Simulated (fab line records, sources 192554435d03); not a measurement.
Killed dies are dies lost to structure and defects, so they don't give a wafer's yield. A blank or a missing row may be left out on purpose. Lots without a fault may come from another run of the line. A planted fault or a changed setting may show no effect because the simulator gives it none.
A struck lot beside a sound one | flow n5_finfet | 24 steps out of a route of 1938
Sound: wafers L918.1, L918.2, L918.5. Struck: wafers L927.4, L927.5, L927.6. The cause comes at the end.
At each step with rows: each side's tool, then ch and its chambers, then its first start. Under that, the readings that differ: sound wafers | struck wafers | difference of the means | sigmas: that difference in standard deviations of wafers without a fault.
alike: readings whose means differ by less than 2 such deviations, and words and numbers that are the same on both sides. not compared: withheld readings, readings that some wafer has no value for, bounds like >300 that may hide the same value, and numbers for which the record gives no deviation and whose values overlap.
The two part at a step that has a row with sigmas, a row that says differs or no value, or rows on one side only. Numbers that don't overlap but have no deviation are shown without sigmas and don't part them. A reading that every wafer of one side lacks parts them only if that side has two wafers or more.

N5_BEOL_M8_THK_MEAS_53: measures by xrf.
  sound on film_metro-01, day 11 04:52; struck on film_metro-01, day 13 18:32
  alike: M8_THK
then, 2 steps without rows for these wafers: N5_BEOL_M8_PRE_CLEAN_55 (time 15 s); N5_BEOL_M8_DEP_56 (deposits SiCN from 3MS/NH3, target thk 10 nm, time 17.5 s).
N5_BEOL_M8_RS_MEAS_57: measures by four-point-probe.
  sound on film_metro-02, day 11 05:00; struck on film_metro-01, day 13 18:40
  alike: M8_RS
N5_BEOL_M8_INSPECT_58: inspects for defects (darkfield).
  sound on defect_inspect-02, day 11 05:01; struck on defect_inspect-02, day 13 18:42
  alike: raw_defect_count
then, 1 step without rows for these wafers: N5_BEOL_M9_ILD_DEP_00 (deposits SiCOH lowk from DEMS/porogen, target thk 308.51 nm, time 58 s).
N5_BEOL_M9_CURE_71: cures SiCOH lowk, time 240 s.
  sound on uv_cure-03 ch 2, day 11 05:10; struck on uv_cure-03 ch 0, day 13 19:03
  reading          | sound             | struck            | difference | sigmas
  wafer_temp_C_max | 387.5 388.2 387.5 | 386.2 386.5 386.0 | -1.5       | -2
  alike: lamp_power_pct
N5_BEOL_M9_THK_MEAS_01:
  sound on film_metro-02, day 11 05:41; struck on film_metro-01, day 13 19:20
  alike: M9_ILD_THK
N5_BEOL_M9_PECVD_70: deposits SiO2 from TEOS/O2, target thk 20 nm, time 22.7 s.
  sound on pecvd-04 ch 1,2, day 11 05:43; struck on pecvd-02 ch 0,1,2, day 13 19:23
  alike: heater_power_w, rf_fwd_power_W, showerhead_plenum_p_Torr, throttle_valve_pct
N5_BEOL_M9_HM_DEP_02: deposits TiN, target thk 20 nm.
  sound on pvd_sputter-03, day 11 05:47; struck on pvd_sputter-02, day 13 20:05
  alike: throttle_valve_pct
then, 2 steps without rows for these wafers: N5_BEOL_M9_COAT_59 (time 60 s, resist thk 100 nm); N5_BEOL_M9_COAT_60 (time 60 s, resist thk 30 nm).
N5_BEOL_M9_COAT_05: resist thk 90 nm.
  sound on litho_track-04 ch 0, day 11 05:55; struck on litho_track-04 ch 0, day 13 20:13
  reading                                      | sound                | struck               | difference | sigmas
  spin_speed_rpm (rpm)                         | 1500.3 1500.5 1500.9 | 1752.8 1754.0 1755.1 | +253.4     | +99 or more
  model.CAR-ArF_of_BEOL_M9_COAT_05.thk_nm (nm) | 89.8 89.8 89.8       | 82.8 83 82.8         | -6.9       |
  alike: dispense_pressure_kPa
then, 5 steps without rows for these wafers: N5_BEOL_M9_EBR_07; N5_BEOL_M9_SOFTBAKE_06 (time 60 s); N5_BEOL_M9_EXPOSE_08 (exposes mask M9); N5_BEOL_M9_PEB_09 (peb time 60 s); N5_BEOL_M9_DEVELOP_10 (develop time 30 s).
N5_BEOL_M9_CD_MEAS_11: target cd 64.1 nm.
  sound on cd_sem-01 ch 0, day 11 06:16; struck on cd_sem-01 ch 0, day 13 20:35
  alike: cd_nm
N5_BEOL_M9_OVL_MEAS_12:
  sound on overlay-01 ch 0, day 11 06:18; struck on overlay-02 ch 0, day 13 20:37
  alike: M9_OVL
N5_BEOL_M9_INSPECT_13: inspects for defects (brightfield).
  sound on defect_inspect-01, day 11 06:20; struck on defect_inspect-01, day 13 20:38
  alike: raw_defect_count
N5_BEOL_M9_DESCUM_16: chemistry O2, time 7.9 s.
  sound on rie_diel-03 ch 0,1, day 11 06:22; struck on rie_diel-03 ch 0,1,3, day 13 20:47
  alike: bias_power_w, drypump_motor_current_A, oes_product_au, rf_fwd_power_W, rf_vpp_V, showerhead_plenum_p_Torr, throttle_valve_pct
  not compared: rf_hours_counter_h
N5_BEOL_M9_ETCH_61: etches SiARC in CF4, target depth 39 nm, time 65 s.
  sound on rie_diel-03 ch 0,1, day 11 06:24; struck on rie_diel-03 ch 0,1,3, day 13 20:49
  reading                                      | sound          | struck         | difference | sigmas
  model.CAR-ArF_of_BEOL_M9_COAT_05.thk_nm (nm) | 55.4 55.6 55.4 | 48.4 48.6 48.2 | -7.1       |
  alike: drypump_motor_current_A, etch_rf_on_time_s, mfc_ar_sccm, oes_product_au, rf_fwd_power_W, rf_vpp_V, showerhead_plenum_p_Torr, throttle_valve_pct
  not compared: rf_hours_counter_h
N5_BEOL_M9_ETCH_62: etches SOC in N2/H2, target depth 110 nm, overetch 22 nm, time 165 s.
  sound on rie_diel-03 ch 0,1, day 11 06:27; struck on rie_diel-03 ch 0,1,3, day 13 20:55
  alike: drypump_motor_current_A, h2_flow_sccm, oes_product_au, rf_fwd_power_W, rf_vpp_V, showerhead_plenum_p_Torr, throttle_valve_pct
  not compared: rf_hours_counter_h

WHERE THEY PART
First at N5_BEOL_M9_CURE_71; last, within this record, at N5_BEOL_M9_COAT_05. Later steps at which nothing parts them and some readings are alike: N5_BEOL_M9_CD_MEAS_11, N5_BEOL_M9_OVL_MEAS_12, N5_BEOL_M9_INSPECT_13, N5_BEOL_M9_DESCUM_16, N5_BEOL_M9_ETCH_61, N5_BEOL_M9_ETCH_62.

WHY: what the simulator had put in
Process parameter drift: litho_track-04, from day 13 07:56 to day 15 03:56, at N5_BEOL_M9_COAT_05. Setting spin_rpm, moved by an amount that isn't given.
